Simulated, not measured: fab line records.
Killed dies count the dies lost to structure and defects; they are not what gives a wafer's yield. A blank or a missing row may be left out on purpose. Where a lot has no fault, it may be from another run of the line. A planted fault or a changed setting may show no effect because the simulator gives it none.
One fault seen from 3 desks + flow n5_finfet + what lay behind the numbers comes last; until then each desk has only its own

## FROM THE METROLOGY DESK
What the gauges read for every lot (on any tool): the sampled wafers with a number, averaged. Any lot whose mean is over 4 standard deviations away from the usual mean is out of limits and marked OUT; that distance is given in the brackets.
Columns: A = cd_nm at N5_BEOL_M8_CD_MEAS_28, usual 40.01 nm
| lot  | first seen here | A     |
|------|-----------------|-------|
| L341 | day 9 20:38     | 39.90 |
| L342 | day 10 00:11    | 40.08 |
| L344 | day 10 08:17    | 40.17 |
| L347 | day 10 17:10    | 39.87 |
| L346 | day 10 19:58    | 40.15 |
| L349 | day 11 17:44    | 39.94 |
| L351 | day 12 10:23    | 40.19 |
| L356 | day 13 08:16    | 39.89 |
| L355 | day 13 08:58    | 40.15 |
| L362 | day 14 19:21    | 40.10 |
Finding of this desk: none of the 10 lots has anything out of limits.

## THE DEFECT DESK
Inspection counts along the route, by lot: the mean over sampled wafers that carry a number. Any lot whose mean is over 4 standard deviations away from the usual mean is out of limits and marked OUT; that distance is given in the brackets.
Columns: A = raw_defect_count at N5_BEOL_M8_INSPECT_30, usual 444
| lot  | first seen here | A   |
|------|-----------------|-----|
| L341 | day 9 20:43     | 333 |
| L342 | day 10 00:17    | 418 |
| L344 | day 10 08:23    | 337 |
| L347 | day 10 17:15    | 377 |
| L346 | day 10 20:04    | 491 |
| L349 | day 11 17:49    | 387 |
| L351 | day 12 10:30    | 505 |
| L356 | day 13 08:22    | 674 |
| L355 | day 13 09:02    | 760 |
| L362 | day 14 19:26    | 461 |
Finding of this desk: none of the 10 lots has anything out of limits.

## THE TOOL OWNER'S DESK: rie_diel-05
The tool's own readings at N5_BEOL_M8_STRIP_19 (strips in O2): means of the sampled wafers that have a number, for each lot that ran on this tool. Any lot whose mean is over 4 standard deviations away from the usual mean is out of limits and marked OUT; that distance is given in the brackets.
Columns: A = drypump_motor_current_A at N5_BEOL_M8_STRIP_19, usual 5.6 A; B = oes_product_au at N5_BEOL_M8_STRIP_19, usual 0.79 a.u.; C = rf_vpp_V at N5_BEOL_M8_STRIP_19, usual 3.7 V; D = showerhead_plenum_p_Torr at N5_BEOL_M8_STRIP_19, usual 2.10 Torr; E = throttle_valve_pct at N5_BEOL_M8_STRIP_19, usual 16.68 %
| lot  | first seen here | A   | B    | C   | D    | E     |
|------|-----------------|-----|------|-----|------|-------|
| L344 | day 10 07:51    | 5.7 | 0.79 | 3.5 | 2.13 | 16.57 |
| L347 | day 10 16:38    | 5.4 | 0.82 | 3.3 | 2.14 | 16.61 |
| L351 | day 12 07:13    | 5.8 | 0.84 | 3.8 | 2.14 | 16.59 |
| L356 | day 13 07:14    | 5.7 | 0.85 | 3.3 | 2.21 | 16.47 |
| L355 | day 13 07:23    | 5.6 | 0.86 | 3.1 | 2.15 | 16.45 |
Finding of this desk: none of the 5 lots has anything out of limits.

## PUT TOGETHER
Nothing out of limits was seen by the metrology desk.
The defect desk saw nothing out of limits.
The desk of the tool owner found nothing out of limits.

## WHAT THE SIMULATOR HAD PUT IN
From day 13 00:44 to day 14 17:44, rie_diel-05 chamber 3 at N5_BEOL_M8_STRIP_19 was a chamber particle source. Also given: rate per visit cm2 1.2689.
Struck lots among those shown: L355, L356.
